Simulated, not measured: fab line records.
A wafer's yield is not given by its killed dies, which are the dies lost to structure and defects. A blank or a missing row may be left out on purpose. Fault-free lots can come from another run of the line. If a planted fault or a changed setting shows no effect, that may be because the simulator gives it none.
Chamber matching || flow n5_finfet || N5_BEOL_M2_ETCH_63 on rie_diel-02 has 4 sister chambers
The step etches SiARC in CF4, target depth 15.6 nm, time 26 s. 8 wafers are shown with their chamber, then 9 later ones without.

## WAFERS WITH THEIR CHAMBER
{"wafer": "L076.6", "chamber": 1, "showerhead_plenum_p_Torr (Torr)": 2.15, "drypump_motor_current_A (A)": 5.2}
{"wafer": "L077.3", "chamber": 1, "showerhead_plenum_p_Torr (Torr)": 2.15, "drypump_motor_current_A (A)": 5.2}
{"wafer": "L077.5", "chamber": 2, "showerhead_plenum_p_Torr (Torr)": 2.27, "drypump_motor_current_A (A)": 5.8}
{"wafer": "L084.6", "chamber": 3, "showerhead_plenum_p_Torr (Torr)": 2.16, "drypump_motor_current_A (A)": 4.8}
{"wafer": "L085.4", "chamber": 2, "showerhead_plenum_p_Torr (Torr)": 2.26, "drypump_motor_current_A (A)": 5.8}
{"wafer": "L086.1", "chamber": 0, "showerhead_plenum_p_Torr (Torr)": 2.05, "drypump_motor_current_A (A)": 6.1}
{"wafer": "L086.3", "chamber": 3, "showerhead_plenum_p_Torr (Torr)": 2.16, "drypump_motor_current_A (A)": 4.8}
{"wafer": "L086.5", "chamber": 0, "showerhead_plenum_p_Torr (Torr)": 2.05, "drypump_motor_current_A (A)": 6.2}

## WAFERS WITH NO CHAMBER GIVEN
{"wafer": "L091.4", "showerhead_plenum_p_Torr (Torr)": 2.26, "drypump_motor_current_A (A)": 5.8}
{"wafer": "L091.5", "showerhead_plenum_p_Torr (Torr)": 2.26, "drypump_motor_current_A (A)": 5.8}
{"wafer": "L091.6", "showerhead_plenum_p_Torr (Torr)": 2.16, "drypump_motor_current_A (A)": 4.9}
{"wafer": "L093.1", "showerhead_plenum_p_Torr (Torr)": 2.26, "drypump_motor_current_A (A)": 5.8}
{"wafer": "L093.2", "showerhead_plenum_p_Torr (Torr)": 2.16, "drypump_motor_current_A (A)": 4.9}
{"wafer": "L093.5", "showerhead_plenum_p_Torr (Torr)": 2.16, "drypump_motor_current_A (A)": 4.8}
{"wafer": "L094.1", "showerhead_plenum_p_Torr (Torr)": 2.15, "drypump_motor_current_A (A)": 4.8}
{"wafer": "L094.3", "showerhead_plenum_p_Torr (Torr)": 2.13, "drypump_motor_current_A (A)": 5.2}
{"wafer": "L094.5", "showerhead_plenum_p_Torr (Torr)": 2.26, "drypump_motor_current_A (A)": 5.8}

## WHICH CHAMBER EACH ONE RAN IN
{"wafer": "L091.4", "from the rows above": 2, "in truth": 2}
{"wafer": "L091.5", "from the rows above": 2, "in truth": 2}
{"wafer": "L091.6", "from the rows above": 3, "in truth": 3}
{"wafer": "L093.1", "from the rows above": 2, "in truth": 2}
{"wafer": "L093.2", "from the rows above": 3, "in truth": 3}
{"wafer": "L093.5", "from the rows above": 3, "in truth": 3}
{"wafer": "L094.1", "from the rows above": 3, "in truth": 3}
{"wafer": "L094.3", "from the rows above": 1, "in truth": 1}
{"wafer": "L094.5", "from the rows above": 2, "in truth": 2}
Correct placement for 9 of the 9. Number that these rows cannot place: 0. Number placed wrongly: 0.
How it was worked out, from the rows above alone: a wafer's distance from a chamber is the root of the sum, over the readings, of the square of ((its reading less the chamber's mean) divided by the reading's scatter). The wafer belongs to the nearest chamber; if the next one is less than 2 further off, it can't be placed. A chamber's mean is the mean of its shown wafers. The scatter is the square root of a quotient: the sum, over the shown wafers, of each reading's squared deviation from its chamber's mean, divided by wafers minus chambers.
